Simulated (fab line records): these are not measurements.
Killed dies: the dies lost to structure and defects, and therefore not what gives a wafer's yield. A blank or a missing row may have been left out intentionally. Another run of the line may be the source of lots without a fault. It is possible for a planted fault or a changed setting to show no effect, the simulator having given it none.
fab line records	flow n5_finfet
record lots=24	wafers=72	last_day=19
route steps=1938 shown BEOL_M4@1079 BEOL_M5@1153
lots that met no fault: from a run of the same line without faults
start_h: start of the lot's first displayed wafer, in hours after the record's first day	wait_h: hours since the lot's step before	" identical to the entry in the row above	L1.1+2: a row that stands for several wafers	- either no value or no given start	* or withheld: withheld	< > ~ a bound
route shown NAME@n: names a module that has steps shown in the file, with the first one's number in the route	usual: average and standard deviation across the fault-free wafers	same: alike in all rows	chamber/n: place in a boat	sites: readings site by site	_std_site: standard deviation across them	_edge_site: outer sites' mean less inner sites'	radius_mm: for every site, how far away it sits from the centre of the wafer	mask NAME#n: copy n	behind: the tool/chamber that last shaped the wafer	hold: why the lot was held/for how many hours/how that ended	device: the n, p or np transistor that did not switch	end of line: tests of these same wafers at the route's end	a step without rows: its recipe alone	killed: at the first sort, the dies lost to defects and structure; wafer yield is something else	map: a wafer's dies, marking killed ones x, the rest . and places with no die _
set.NAME: the setting that was run; set.NAME@STEP: the one run at that earlier step	model.NAME: the simulator's own value behind a step, which no gauge read
steps of the route over a sample of lots; a table a step, a row a wafer
services: from which hour (start_h, from the record's first day; less than 0 if before it) a tool's chamber was out of use, for how many hours, and why
## steps
# step N5_BEOL_M4_DEGAS_44
# recipe ambient=vacuum	temp_c=250	time_s=60
# usual heater_power_w=327/28
lot.wafer	tool	chamber	start_h	wait_h	heater_power_w
L075.1	pvd_sputter-02	-	181.55	0.4	372
L075.2	"	-	"	"	307
L075.6	"	-	"	"	371
L074.2	pvd_sputter-02	-	182.11	0.8	375
L074.3	"	-	"	"	363
L074.5	"	-	"	"	380
L078.1	pvd_sputter-03	-	188.61	0.5	352
L078.3	"	-	"	"	321
L078.5	"	-	"	"	311
L076.1	pvd_sputter-03	-	200.42	1.4	319
L076.3	"	-	"	"	351
L076.6	"	-	"	"	290
L077.1	pvd_sputter-01	-	205.05	1.0	278
L077.4	"	-	"	"	352
L077.5	"	-	"	"	279
L079.1	pvd_sputter-03	-	205.32	0.4	315
L079.4	"	-	"	"	295
L079.6	"	-	"	"	309
L080.2	pvd_sputter-01	-	205.61	0.4	330
L080.5	"	-	"	"	268
L080.6	"	-	"	"	347
L082.2	pvd_sputter-03	-	233.78	0.6	304
L082.4	"	-	"	"	350
L082.5	"	-	"	"	314
L081.1	pvd_sputter-01	-	234.20	0.5	332
L081.3	"	-	"	"	269
L081.6	"	-	"	"	329
L083.1	pvd_sputter-02	-	246.23	0.0	313
L083.4	"	-	"	"	371
L083.5	"	-	"	"	311
L084.1	pvd_sputter-02	-	250.86	0.2	312
L084.5	"	-	"	"	308
L084.6	"	-	"	"	317
L085.1	pvd_sputter-01	-	271.00	0.1	334
L085.4	"	-	"	"	278
L085.5	"	-	"	"	314
L086.1	pvd_sputter-03	-	271.26	0.0	309
L086.2	"	-	"	"	286
L086.4	"	-	"	"	344
L088.2	pvd_sputter-03	-	278.85	0.3	295
L088.3	"	-	"	"	315
L088.5	"	-	"	"	354
L087.1	pvd_sputter-03	-	285.67	0.4	308
L087.5	"	-	"	"	345
L087.6	"	-	"	"	317
L089.1	pvd_sputter-01	-	289.35	0.7	274
L089.3	"	-	"	"	343
L089.4	"	-	"	"	310
L093.2	pvd_sputter-01	-	294.39	0.2	327
L093.3	"	-	"	"	303
L093.5	"	-	"	"	271
L090.4	pvd_sputter-01	-	294.47	0.3	353
L090.5	"	-	"	"	280
L090.6	"	-	"	"	325
L091.1	pvd_sputter-02	-	294.68	0.5	305
L091.2	"	-	"	"	380
L091.4	"	-	"	"	368
L092.4	pvd_sputter-03	-	303.60	0.4	360
L092.5	"	-	"	"	297
L092.6	"	-	"	"	352
L095.1	pvd_sputter-02	-	303.76	0.3	322
L095.3	"	-	"	"	366
L095.5	"	-	"	"	315
L094.1	pvd_sputter-03	-	314.99	0.5	357
L094.2	"	-	"	"	342
L094.3	"	-	"	"	320
L096.1	pvd_sputter-03	-	329.91	0.6	314
L096.5	"	-	"	"	349
L096.6	"	-	"	"	309
L097.1	pvd_sputter-03	-	342.36	0.3	353
L097.3	"	-	"	"	351
L097.5	"	-	"	"	294
# step N5_BEOL_M4_PRE_CLEAN_45
# recipe gas=H2/He	time_s=30	temp_c=250
# usual heater_power_w=326/28
lot.wafer	tool	chamber	start_h	wait_h	heater_power_w
L075.1	pvd_sputter-02	-	181.59	0.0	373
L075.2	"	-	"	"	306
L075.6	"	-	"	"	372
L074.2	pvd_sputter-02	-	182.15	0.0	371
L074.3	"	-	"	"	355
L074.5	"	-	"	"	371
L078.1	pvd_sputter-03	-	188.65	0.0	352
L078.3	"	-	"	"	309
L078.5	"	-	"	"	311
L076.1	pvd_sputter-03	-	200.50	0.0	308
L076.3	"	-	"	"	357
L076.6	"	-	"	"	296
L077.1	pvd_sputter-01	-	205.09	0.0	278
L077.4	"	-	"	"	345
L077.5	"	-	"	"	277
L079.1	pvd_sputter-03	-	205.40	0.0	319
L079.4	"	-	"	"	299
L079.6	"	-	"	"	315
L080.2	pvd_sputter-01	-	205.65	0.0	333
L080.5	"	-	"	"	275
L080.6	"	-	"	"	343
L082.2	pvd_sputter-03	-	233.82	0.0	315
L082.4	"	-	"	"	346
L082.5	"	-	"	"	315
L081.1	pvd_sputter-01	-	234.24	0.0	335
L081.3	"	-	"	"	275
L081.6	"	-	"	"	337
L083.1	pvd_sputter-02	-	246.27	0.0	318
L083.4	"	-	"	"	354
L083.5	"	-	"	"	316
L084.1	pvd_sputter-02	-	250.90	0.0	319
L084.5	"	-	"	"	313
L084.6	"	-	"	"	316
L085.1	pvd_sputter-01	-	271.04	0.0	333
L085.4	"	-	"	"	278
L085.5	"	-	"	"	314
L086.1	pvd_sputter-03	-	271.30	0.0	312
L086.2	"	-	"	"	290
L086.4	"	-	"	"	343
L088.2	pvd_sputter-03	-	278.89	0.0	299
L088.3	"	-	"	"	321
L088.5	"	-	"	"	344
L087.1	pvd_sputter-03	-	285.71	0.0	313
L087.5	"	-	"	"	356
L087.6	"	-	"	"	312
L089.1	pvd_sputter-01	-	289.39	0.0	276
L089.3	"	-	"	"	357
L089.4	"	-	"	"	305
L093.2	pvd_sputter-01	-	294.43	0.0	322
L093.3	"	-	"	"	312
L093.5	"	-	"	"	274
L090.4	pvd_sputter-01	-	294.51	0.0	349
L090.5	"	-	"	"	273
L090.6	"	-	"	"	326
L091.1	pvd_sputter-02	-	294.72	0.0	308
L091.2	"	-	"	"	375
L091.4	"	-	"	"	351
L092.4	pvd_sputter-03	-	303.64	0.0	368
L092.5	"	-	"	"	293
L092.6	"	-	"	"	356
L095.1	pvd_sputter-02	-	303.80	0.0	316
L095.3	"	-	"	"	359
L095.5	"	-	"	"	318
L094.1	pvd_sputter-03	-	315.03	0.0	357
L094.2	"	-	"	"	353
L094.3	"	-	"	"	313
L096.1	pvd_sputter-03	-	329.95	0.0	318
L096.5	"	-	"	"	353
L096.6	"	-	"	"	320
L097.1	pvd_sputter-03	-	342.40	0.0	349
L097.3	"	-	"	"	343
L097.5	"	-	"	"	295
# step N5_BEOL_M4_CO_CAP_55
# recipe material=Co	target_thk_a=20	temp_c=200	precursor=CCTBA/H2	pressure_torr=30	time_s=102.1
# usual heater_power_w=239/29
lot.wafer	tool	chamber	start_h	wait_h	heater_power_w
L075.1	cvd_co-01	2	185.11	0.0	274
L075.2	"	1	"	"	228
L075.6	"	0	"	"	226
L074.2	cvd_co-02	1	185.45	0.0	267
L074.3	"	2	"	"	228
L074.5	"	1	"	"	267
L078.1	cvd_co-02	1	192.49	0.0	272
L078.3	"	0	"	"	182
L078.5	"	0	"	"	188
L076.1	cvd_co-01	1	203.97	0.0	228
L076.3	"	2	"	"	273
L076.6	"	0	"	"	230
L077.1	cvd_co-02	2	208.42	0.0	233
L077.4	"	0	"	"	175
L077.5	"	1	"	"	269
L079.1	cvd_co-01	1	209.14	0.0	234
L079.4	"	1	"	"	230
L079.6	"	0	"	"	229
L080.2	cvd_co-01	2	213.29	0.0	277
L080.5	"	2	"	"	276
L080.6	"	1	"	"	227
L082.2	cvd_co-01	0	237.20	0.0	223
L082.4	"	1	"	"	233
L082.5	"	2	"	"	273
L081.1	cvd_co-02	1	237.83	0.0	271
L081.3	"	0	"	"	181
L081.6	"	1	"	"	276
L083.1	cvd_co-01	2	249.61	0.0	266
L083.4	"	0	"	"	224
L083.5	"	1	"	"	229
L084.1	cvd_co-01	0	254.21	0.0	223
L084.5	"	2	"	"	269
L084.6	"	1	"	"	226
L085.1	cvd_co-01	1	274.31	0.0	232
L085.4	"	2	"	"	273
L085.5	"	1	"	"	235
L086.1	cvd_co-01	1	276.26	0.0	233
L086.2	"	2	"	"	277
L086.4	"	0	"	"	225
L088.2	cvd_co-01	0	282.29	0.0	225
L088.3	"	1	"	"	230
L088.5	"	1	"	"	230
L087.1	cvd_co-01	0	289.25	0.0	227
L087.5	"	2	"	"	287
L087.6	"	1	"	"	231
L089.1	cvd_co-01	0	294.35	0.0	226
L089.3	"	2	"	"	274
L089.4	"	2	"	"	274
L093.2	cvd_co-02	2	297.71	0.0	231
L093.3	"	0	"	"	183
L093.5	"	2	"	"	230
L090.4	cvd_co-01	0	298.10	0.0	228
L090.5	"	2	"	"	280
L090.6	"	1	"	"	231
L091.1	cvd_co-01	0	299.60	0.0	228
L091.2	"	2	"	"	285
L091.4	"	0	"	"	230
L092.4	cvd_co-02	0	306.90	0.0	184
L092.5	"	2	"	"	233
L092.6	"	1	"	"	271
L095.1	cvd_co-01	2	307.64	0.0	276
L095.3	"	0	"	"	226
L095.5	"	0	"	"	233
L094.1	cvd_co-01	2	318.35	0.0	275
L094.2	"	0	"	"	225
L094.3	"	1	"	"	221
L096.1	cvd_co-01	2	333.59	0.0	278
L096.5	"	2	"	"	273
L096.6	"	0	"	"	225
L097.1	cvd_co-02	1	347.48	0.0	269
L097.3	"	2	"	"	229
L097.5	"	2	"	"	231
# step N5_BEOL_M5_ETCH_67
# recipe chemistry=CF4	target=SiARC	target_depth_a=156	mask_material=CAR-EUV	time_s=26	ion_energy_ev=80	pressure_mtorr=40	source_w=545	bias_w=36	Ar_flow_sccm=100	cf4_flow_sccm=100	ends=cleared
# usual drypump_motor_current_A=5.6/0.39	etch_rf_on_time_s=25.9/0.65	oes_product_au=0.67/0.069	rf_vpp_V=184.0/1.2	showerhead_plenum_p_Torr=2.14/0.055	throttle_valve_pct=15.60/0.23
lot.wafer	tool	chamber	start_h	wait_h	drypump_motor_current_A	etch_rf_on_time_s	oes_product_au	rf_hours_counter_h	rf_vpp_V	showerhead_plenum_p_Torr	throttle_valve_pct
L074.2	rie_diel-06	3	190.70	0.0	5.7	27.0	0.61	185	185.2	2.21	15.78
L074.3	"	2	"	"	5.6	25.9	0.64	178	184.9	2.23	15.65
L074.5	"	2	"	"	5.6	26.1	0.63	-	184.4	2.23	15.65
L075.1	rie_diel-05	3	190.80	0.0	5.1	27.2	0.57	244	184.5	2.13	16.02
L075.2	"	2	"	"	6.2	25.5	0.72	63	186.2	2.16	15.20
L075.6	"	3	"	"	5.1	27.0	0.58	-	183.9	2.13	16.01
L078.1	rie_diel-06	1	200.10	0.0	6.5	26.0	0.58	231	184.8	2.11	15.74
L078.3	"	0	"	"	5.1	26.4	0.67	115	183.2	2.08	15.84
L078.5	"	2	"	"	5.6	25.8	0.64	-	184.2	2.23	15.65
L076.1	rie_diel-02	2	209.96	0.0	6.0	25.3	0.65	165	184.2	2.13	15.60
L076.3	"	1	"	"	5.6	26.6	0.70	-	182.5	2.09	15.68
L076.6	"	1	"	"	5.6	26.6	0.71	-	186.0	2.09	15.66
L080.2	rie_diel-06	2	220.62	0.0	5.6	26.3	0.63	186	186.3	2.23	15.66
L080.5	"	2	"	"	5.6	26.1	0.63	-	186.4	2.23	15.66
L080.6	"	3	"	"	5.6	27.5	0.60	-	184.2	2.21	15.79
L077.1	rie_diel-02	1	220.67	0.0	5.6	26.7	0.70	58	183.0	2.09	15.66
L077.4	"	1	"	"	5.7	26.8	0.71	-	183.2	2.09	15.71
L077.5	"	2	"	"	6.0	25.2	0.65	-	185.2	2.13	15.61
L079.1	rie_diel-05	2	226.21	0.0	6.2	25.6	0.71	69	184.1	2.16	15.21
L079.4	"	1	"	"	5.6	25.3	0.61	-	184.6	2.20	15.63
L079.6	"	0	"	"	5.2	25.7	0.71	-	181.5	2.09	15.34
L081.1	rie_diel-05	1	243.15	0.0	5.6	25.1	0.61	227	184.4	2.20	15.64
L081.3	"	2	"	"	6.2	25.3	0.72	74	184.9	2.15	15.22
L081.6	"	0	"	"	5.2	25.5	0.71	-	184.2	2.08	15.33
L082.2	rie_diel-02	0	243.33	0.0	5.1	26.6	0.59	203	185.7	2.22	16.01
L082.4	"	3	"	"	5.6	25.1	0.78	17	184.5	2.08	15.29
L082.5	"	3	"	"	5.6	24.9	0.79	-	184.1	2.08	15.27
L083.1	rie_diel-05	2	255.18	0.0	6.2	25.5	0.71	77	183.7	2.15	15.22
L083.4	"	1	"	"	5.6	25.1	0.61	230	185.3	2.19	15.65
L083.5	"	3	"	"	5.1	26.0	0.82	-	181.8	2.13	15.57
L084.1	rie_diel-06	2	260.48	0.0	5.6	25.7	0.62	196	184.5	2.22	15.70
L084.5	"	2	"	"	5.6	25.8	0.63	-	185.3	2.22	15.68
L084.6	"	1	"	"	6.5	25.8	0.57	-	183.8	2.11	15.75
L085.1	rie_diel-05	0	278.22	0.0	5.2	25.5	0.70	107	182.9	2.08	15.35
L085.4	"	3	"	"	5.1	26.0	0.80	11	182.9	2.12	15.58
L085.5	"	1	"	"	5.6	25.3	0.60	-	185.8	2.19	15.66
L086.1	rie_diel-02	1	280.82	0.0	5.6	26.7	0.68	77	183.6	2.08	15.71
L086.2	"	3	"	"	5.6	25.2	0.75	27	183.7	2.08	15.29
L086.4	"	0	"	"	5.1	26.6	0.59	211	184.4	2.22	16.03
L088.2	rie_diel-06	2	287.76	0.0	5.6	25.9	0.62	207	186.2	2.22	15.70
L088.3	"	3	"	"	5.6	26.9	0.59	213	185.4	2.20	15.83
L088.5	"	0	"	"	5.2	26.4	0.65	-	183.6	2.07	15.88
L087.1	rie_diel-06	3	297.31	0.0	5.6	27.0	0.59	216	185.5	2.20	15.84
L087.5	"	2	"	"	5.6	25.9	0.62	-	184.7	2.22	15.72
L087.6	"	3	"	"	5.6	27.0	0.59	-	184.0	2.20	15.84
L089.1	rie_diel-02	0	301.97	0.0	5.1	26.8	0.58	219	186.5	2.22	16.05
L089.3	"	1	"	"	5.6	26.5	0.68	84	183.9	2.08	15.75
L089.4	"	2	"	"	6.0	25.4	0.64	195	184.7	2.12	15.67
L093.2	rie_diel-06	0	304.10	0.0	5.1	26.3	0.65	147	182.5	2.07	15.88
L093.3	"	2	"	"	5.6	25.9	0.62	213	184.8	2.22	15.74
L093.5	"	0	"	"	5.1	26.4	0.65	-	183.5	2.07	15.89
L090.4	rie_diel-05	2	306.51	0.0	6.2	25.7	0.70	90	183.1	2.15	15.24
L090.5	"	1	"	"	5.6	25.3	0.61	-	184.7	2.19	15.67
L090.6	"	2	"	"	6.2	25.7	0.70	-	185.8	2.15	15.24
L091.1	rie_diel-06	0	306.85	0.0	5.2	26.5	0.65	147	183.4	2.07	15.88
L091.2	"	1	"	"	6.6	25.4	0.84	0	183.8	2.11	15.29
L091.4	"	2	"	"	5.6	25.9	0.62	214	184.8	2.22	15.71
L092.4	rie_diel-05	1	317.12	0.0	5.6	25.5	0.60	246	184.8	2.19	15.68
L092.5	"	1	"	"	5.6	25.5	0.60	-	185.0	2.19	15.68
L092.6	"	2	"	"	6.2	25.8	0.69	-	184.6	2.15	15.26
L095.1	rie_diel-02	0	317.55	0.0	5.1	26.4	0.58	223	186.6	2.22	16.06
L095.3	"	2	"	"	6.0	24.9	0.63	199	183.6	2.12	15.67
L095.5	"	3	"	"	5.6	24.7	0.75	-	184.4	2.07	15.31
L094.1	rie_diel-05	1	322.80	0.0	5.6	25.2	0.60	249	185.5	2.19	15.68
L094.2	"	0	"	"	5.2	26.0	0.68	119	182.3	2.08	15.39
L094.3	"	2	"	"	6.2	25.5	0.68	95	183.6	2.15	15.26
L096.1	rie_diel-05	3	340.74	0.0	5.1	26.2	0.77	26	182.3	2.12	15.62
L096.5	"	2	"	"	6.2	25.7	0.67	-	184.5	2.14	15.26
L096.6	"	3	"	"	5.1	26.2	0.77	-	182.5	2.12	15.60
L097.1	rie_diel-05	2	356.85	0.0	6.2	25.9	0.67	107	183.2	2.14	15.28
L097.3	"	3	"	"	5.1	26.5	0.75	32	183.6	2.12	15.64
L097.5	"	2	"	"	6.2	25.9	0.68	-	183.5	2.14	15.29
# step N5_BEOL_M5_ETCH_68
# recipe chemistry=N2/H2	target=SOC	target_depth_a=800	overetch_a=160	mask_material=SiARC	temp_c=40	time_s=120	ion_energy_ev=200	pressure_mtorr=30	source_w=840	bias_w=150	n2_flow_sccm=200	h2_flow_sccm=200
# usual drypump_motor_current_A=5.6/0.39	h2_flow_sccm=200.0/0.5	oes_product_au=0.60/0.058	rf_vpp_V=524.0/2	showerhead_plenum_p_Torr=2.54/0.071	throttle_valve_pct=17.80/0.24
lot.wafer	tool	chamber	start_h	wait_h	drypump_motor_current_A	h2_flow_sccm	oes_product_au	rf_hours_counter_h	rf_vpp_V	showerhead_plenum_p_Torr	throttle_valve_pct
L074.2	rie_diel-06	3	190.73	0.0	5.7	200.6	0.56	185	525.8	2.63	17.92
L074.3	"	2	"	"	5.6	200.8	0.57	178	525.5	2.64	17.92
L074.5	"	2	"	"	5.6	199.8	0.57	-	526.2	2.64	17.94
L075.1	rie_diel-05	3	190.83	0.0	5.1	199.9	0.53	244	522.8	2.49	18.08
L075.2	"	2	"	"	6.2	198.4	0.64	63	527.1	2.60	17.58
L075.6	"	3	"	"	5.1	200.3	0.53	-	523.9	2.49	18.10
L078.1	rie_diel-06	1	200.12	0.0	6.5	200.0	0.52	231	522.2	2.53	18.07
L078.3	"	0	"	"	5.2	200.7	0.61	115	522.3	2.46	18.07
L078.5	"	2	"	"	5.6	200.2	0.57	-	526.4	2.64	17.93
L076.1	rie_diel-02	2	210.01	0.0	6.1	200.5	0.58	165	524.1	2.54	17.76
L076.3	"	1	"	"	5.6	199.6	0.65	-	523.4	2.49	17.86
L076.6	"	1	"	"	5.6	199.6	0.65	-	521.5	2.49	17.85
L080.2	rie_diel-06	2	220.65	0.0	5.6	199.9	0.56	186	527.6	2.63	17.95
L080.5	"	2	"	"	5.7	199.4	0.57	-	525.6	2.63	17.94
L080.6	"	3	"	"	5.7	199.8	0.55	-	526.8	2.63	17.95
L077.1	rie_diel-02	1	220.70	0.0	5.7	200.3	0.64	58	521.3	2.49	17.86
L077.4	"	1	"	"	5.6	200.0	0.64	-	522.2	2.49	17.87
L077.5	"	2	"	"	6.0	200.4	0.57	-	524.6	2.54	17.75
L079.1	rie_diel-05	2	226.24	0.0	6.2	200.4	0.64	69	523.6	2.60	17.58
L079.4	"	1	"	"	5.6	199.4	0.54	-	524.9	2.62	17.77
L079.6	"	0	"	"	5.2	199.8	0.63	-	521.6	2.44	17.25
L081.1	rie_diel-05	1	243.18	0.0	5.6	200.1	0.54	227	525.0	2.62	17.79
L081.3	"	2	"	"	6.2	200.2	0.63	74	523.5	2.60	17.60
L081.6	"	0	"	"	5.2	199.8	0.63	-	522.3	2.44	17.27
L082.2	rie_diel-02	0	243.36	0.0	5.1	199.8	0.54	203	526.5	2.61	18.13
L082.4	"	3	"	"	5.6	199.0	0.69	17	523.3	2.50	17.72
L082.5	"	3	"	"	5.6	199.9	0.69	-	522.5	2.50	17.71
L083.1	rie_diel-05	2	255.21	0.0	6.2	200.7	0.63	77	524.9	2.60	17.59
L083.4	"	1	"	"	5.6	200.8	0.54	230	525.5	2.62	17.80
L083.5	"	3	"	"	5.1	199.8	0.73	-	522.8	2.48	17.73
L084.1	rie_diel-06	2	260.50	0.0	5.6	200.3	0.56	196	526.0	2.63	17.95
L084.5	"	2	"	"	5.6	199.9	0.56	-	525.3	2.63	17.96
L084.6	"	1	"	"	6.5	199.8	0.52	-	522.9	2.52	18.09
L085.1	rie_diel-05	0	278.25	0.0	5.3	198.9	0.62	107	520.5	2.44	17.28
L085.4	"	3	"	"	5.1	200.1	0.71	11	521.7	2.48	17.73
L085.5	"	1	"	"	5.6	200.3	0.54	-	524.9	2.62	17.78
L086.1	rie_diel-02	1	280.84	0.0	5.6	199.8	0.63	77	523.2	2.48	17.89
L086.2	"	3	"	"	5.6	200.0	0.67	27	523.6	2.50	17.73
L086.4	"	0	"	"	5.1	199.9	0.53	211	525.7	2.60	18.14
L088.2	rie_diel-06	2	287.79	0.0	5.6	199.5	0.56	207	526.5	2.62	17.98
L088.3	"	3	"	"	5.7	199.9	0.54	213	526.0	2.62	17.96
L088.5	"	0	"	"	5.2	199.6	0.59	-	521.0	2.45	18.11
L087.1	rie_diel-06	3	297.34	0.0	5.6	200.3	0.54	216	526.2	2.62	17.97
L087.5	"	2	"	"	5.6	200.9	0.55	-	525.5	2.62	17.99
L087.6	"	3	"	"	5.6	200.2	0.55	-	526.5	2.62	17.98
L089.1	rie_diel-02	0	301.99	0.0	5.1	199.4	0.53	219	524.6	2.60	18.15
L089.3	"	1	"	"	5.7	201.1	0.61	84	523.4	2.48	17.91
L089.4	"	2	"	"	6.0	200.5	0.56	195	523.9	2.53	17.81
L093.2	rie_diel-06	0	304.13	0.0	5.2	199.8	0.59	147	521.6	2.45	18.13
L093.3	"	2	"	"	5.6	199.9	0.55	213	526.1	2.62	17.99
L093.5	"	0	"	"	5.2	199.6	0.58	-	520.7	2.45	18.13
L090.4	rie_diel-05	2	306.54	0.0	6.2	200.5	0.61	90	525.1	2.59	17.62
L090.5	"	1	"	"	5.6	200.1	0.53	-	526.1	2.61	17.82
L090.6	"	2	"	"	6.2	200.4	0.62	-	525.2	2.59	17.63
L091.1	rie_diel-06	0	306.88	0.0	5.2	199.2	0.59	147	522.7	2.45	18.13
L091.2	"	1	"	"	6.5	200.2	0.74	0	522.5	2.52	17.69
L091.4	"	2	"	"	5.6	200.4	0.55	214	526.1	2.62	17.98
L092.4	rie_diel-05	1	317.15	0.0	5.6	199.4	0.53	246	524.2	2.61	17.84
L092.5	"	1	"	"	5.6	199.7	0.53	-	526.9	2.61	17.84
L092.6	"	2	"	"	6.2	200.0	0.62	-	524.7	2.59	17.63
L095.1	rie_diel-02	0	317.58	0.0	5.1	200.0	0.53	223	525.6	2.60	18.16
L095.3	"	2	"	"	6.0	199.1	0.56	199	523.5	2.53	17.82
L095.5	"	3	"	"	5.6	200.9	0.65	-	522.8	2.49	17.73
L094.1	rie_diel-05	1	322.83	0.0	5.6	199.8	0.53	249	526.3	2.61	17.81
L094.2	"	0	"	"	5.2	199.8	0.61	119	521.2	2.43	17.31
L094.3	"	2	"	"	6.2	200.6	0.61	95	524.4	2.59	17.61
L096.1	rie_diel-05	3	340.77	0.0	5.1	200.7	0.69	26	522.0	2.48	17.76
L096.5	"	2	"	"	6.2	199.6	0.61	-	524.6	2.59	17.63
L096.6	"	3	"	"	5.1	200.9	0.69	-	522.0	2.47	17.75
L097.1	rie_diel-05	2	356.88	0.0	6.2	200.5	0.60	107	524.3	2.58	17.65
L097.3	"	3	"	"	5.1	199.9	0.68	32	523.0	2.47	17.78
L097.5	"	2	"	"	6.2	200.7	0.61	-	525.8	2.58	17.66
# step N5_BEOL_M5_CD_MEAS_35
# recipe target_cd_nm=28	target_cd_y_nm=24	polarity=opening
# usual cd_nm=28.0/0.3
lot.wafer	tool	chamber	start_h	wait_h	cd_nm
L074.2	cd_sem-03	-	191.23	0.0	28.1
L074.3	"	-	"	"	28.5
L074.5	"	-	"	"	28.2
L075.1	cd_sem-02	-	191.32	0.0	27.6
L075.2	"	-	"	"	27.9
L075.6	"	-	"	"	28.1
L078.1	cd_sem-02	-	200.63	0.0	28.5
L078.3	"	-	"	"	28.1
L078.5	"	-	"	"	28.2
L076.1	cd_sem-02	-	210.65	0.0	28.4
L076.3	"	-	"	"	27.8
L076.6	"	-	"	"	28.1
L080.2	cd_sem-01	-	221.14	0.0	28.4
L080.5	"	-	"	"	28.0
L080.6	"	-	"	"	27.6
L077.1	cd_sem-02	-	221.20	0.0	27.9
L077.4	"	-	"	"	28.0
L077.5	"	-	"	"	27.8
L079.1	cd_sem-01	-	226.73	0.0	28.3
L079.4	"	-	"	"	27.9
L079.6	"	-	"	"	28.6
L081.1	cd_sem-02	-	243.67	0.0	27.6
L081.3	"	-	"	"	28.0
L081.6	"	-	"	"	27.7
L082.2	cd_sem-03	-	243.85	0.0	27.5
L082.4	"	-	"	"	27.7
L082.5	"	-	"	"	27.9
L083.1	cd_sem-02	-	255.72	0.0	27.9
L083.4	"	-	"	"	28.3
L083.5	"	-	"	"	27.9
L084.1	cd_sem-01	-	261.00	0.0	27.6
L084.5	"	-	"	"	28.4
L084.6	"	-	"	"	27.3
L085.1	cd_sem-02	-	278.74	0.0	27.6
L085.4	"	-	"	"	27.9
L085.5	"	-	"	"	27.9
L086.1	cd_sem-01	-	281.33	0.0	28.3
L086.2	"	-	"	"	28.1
L086.4	"	-	"	"	27.7
L088.2	cd_sem-02	-	288.29	0.0	28.0
L088.3	"	-	"	"	28.0
L088.5	"	-	"	"	27.8
L087.1	cd_sem-01	-	297.83	0.0	28.1
L087.5	"	-	"	"	27.8
L087.6	"	-	"	"	28.0
L089.1	cd_sem-01	-	302.49	0.0	28.4
L089.3	"	-	"	"	28.5
L089.4	"	-	"	"	28.0
L093.2	cd_sem-02	-	304.63	0.0	28.1
L093.3	"	-	"	"	28.6
L093.5	"	-	"	"	27.8
L090.4	cd_sem-01	-	307.03	0.0	28.0
L090.5	"	-	"	"	27.8
L090.6	"	-	"	"	28.1
L091.1	cd_sem-01	-	307.37	0.0	28.4
L091.2	"	-	"	"	28.3
L091.4	"	-	"	"	27.8
L092.4	cd_sem-02	-	317.65	0.0	27.9
L092.5	"	-	"	"	28.3
L092.6	"	-	"	"	28.2
L095.1	cd_sem-01	-	318.08	0.0	28.2
L095.3	"	-	"	"	27.5
L095.5	"	-	"	"	27.8
L094.1	cd_sem-02	-	323.32	0.0	28.0
L094.2	"	-	"	"	28.1
L094.3	"	-	"	"	28.3
L096.1	cd_sem-02	-	341.27	0.0	27.8
L096.5	"	-	"	"	27.4
L096.6	"	-	"	"	28.0
L097.1	cd_sem-03	-	357.37	0.0	28.3
L097.3	"	-	"	"	28.1
L097.5	"	-	"	"	28.1
## services
tool	chamber	start_h	hours	kind
cvd_co-01	-	178.62	0.5	repair
rie_diel-02	3	205.74	6.4	repair
rie_diel-02	0	207.35	34.2	repair
cvd_co-01	-	219.89	0.2	repair
rie_diel-05	3	225.33	-	clean
rie_diel-05	3	225.33	-	consumable_replace:focus_ring
rie_diel-05	3	225.33	13.3	scheduled_down
rie_diel-05	3	225.33	13.3	vent_cycle
pvd_sputter-02	-	229.10	4.9	repair
rie_diel-02	-	257.56	0.3	repair
rie_diel-05	2	260.27	5.0	repair
pvd_sputter-01	-	264.67	2.1	repair
rie_diel-02	0	271.01	5.8	repair
cvd_co-02	-	293.87	0.9	repair
rie_diel-06	-	295.07	0.1	repair
rie_diel-05	3	319.91	10.7	repair
rie_diel-02	1	328.63	4.6	repair
rie_diel-05	1	330.59	-	clean
rie_diel-05	1	330.59	-	consumable_replace:focus_ring
rie_diel-05	1	330.59	19.4	scheduled_down
rie_diel-05	1	330.59	19.4	vent_cycle
cvd_co-01	1	333.40	-	clean
cvd_co-01	1	333.40	22.0	scheduled_down
cvd_co-02	-	355.36	1.7	repair
## key
fault none
